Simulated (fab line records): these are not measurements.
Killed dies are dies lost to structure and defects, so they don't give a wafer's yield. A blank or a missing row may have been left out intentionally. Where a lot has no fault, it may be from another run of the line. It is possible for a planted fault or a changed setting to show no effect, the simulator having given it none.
Matching of chambers || flow nand_harc || NHARC_A_CHANNEL_FILL_D1_ALD_14 on ald_hk-01 has 4 sister chambers
The step deposits SiO2, target thk 2.5 nm, pulse time 10 s, ald cycles 25. 4 wafers are shown with their chamber, then 10 later ones without.

== WAFERS PAIRED WITH THEIR CHAMBERS ==
{"wafer": "L083.3", "chamber": 3, "heater_power_w (W)": 544}
{"wafer": "L086.6", "chamber": 1, "heater_power_w (W)": 438}
{"wafer": "L089.1", "chamber": 0, "heater_power_w (W)": 454}
{"wafer": "L089.4", "chamber": 2, "heater_power_w (W)": 511}

== WAFERS WITHOUT THEIR CHAMBER ==
{"wafer": "L089.5", "heater_power_w (W)": 448}
{"wafer": "L094.1", "heater_power_w (W)": 464}
{"wafer": "L094.2", "heater_power_w (W)": 522}
{"wafer": "L094.5", "heater_power_w (W)": 443}
{"wafer": "L096.2", "heater_power_w (W)": 427}
{"wafer": "L096.3", "heater_power_w (W)": 502}
{"wafer": "L096.4", "heater_power_w (W)": 461}
{"wafer": "L097.2", "heater_power_w (W)": 510}
{"wafer": "L097.3", "heater_power_w (W)": 465}
{"wafer": "L097.6", "heater_power_w (W)": 440}

== EACH ONE'S CHAMBER ==
{"wafer": "L089.5", "from the rows above": "can't be placed: 0 or 1", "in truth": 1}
{"wafer": "L094.1", "from the rows above": "can't be placed: 0 or 1", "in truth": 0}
{"wafer": "L094.2", "from the rows above": "can't be placed: 2 or 3", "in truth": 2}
{"wafer": "L094.5", "from the rows above": "can't be placed: 1 or 0", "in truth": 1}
{"wafer": "L096.2", "from the rows above": "can't be placed: 1 or 0", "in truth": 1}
{"wafer": "L096.3", "from the rows above": 2, "in truth": 2}
{"wafer": "L096.4", "from the rows above": "can't be placed: 0 or 1", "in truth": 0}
{"wafer": "L097.2", "from the rows above": 2, "in truth": 2}
{"wafer": "L097.3", "from the rows above": "can't be placed: 0 or 1", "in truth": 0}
{"wafer": "L097.6", "from the rows above": "can't be placed: 1 or 0", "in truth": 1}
Correctly placed: 2 of 10. Unplaceable from these rows: 8, with the true chamber sitting among the candidates in 8. 0 placed wrongly.
How it was worked out, from the rows above alone: a wafer's distance from a chamber is the root of the sum, over the readings, of the square of ((its reading less the chamber's mean) divided by the reading's scatter). If the next closest chamber is less than 2 further off than the closest, the wafer can't be placed; otherwise it belongs to the closest. The mean given for a chamber averages the wafers shown for that chamber. The scatter: with one shown wafer a chamber, the root of the mean of the squares of how far each hidden wafer lies from its nearest shown one.
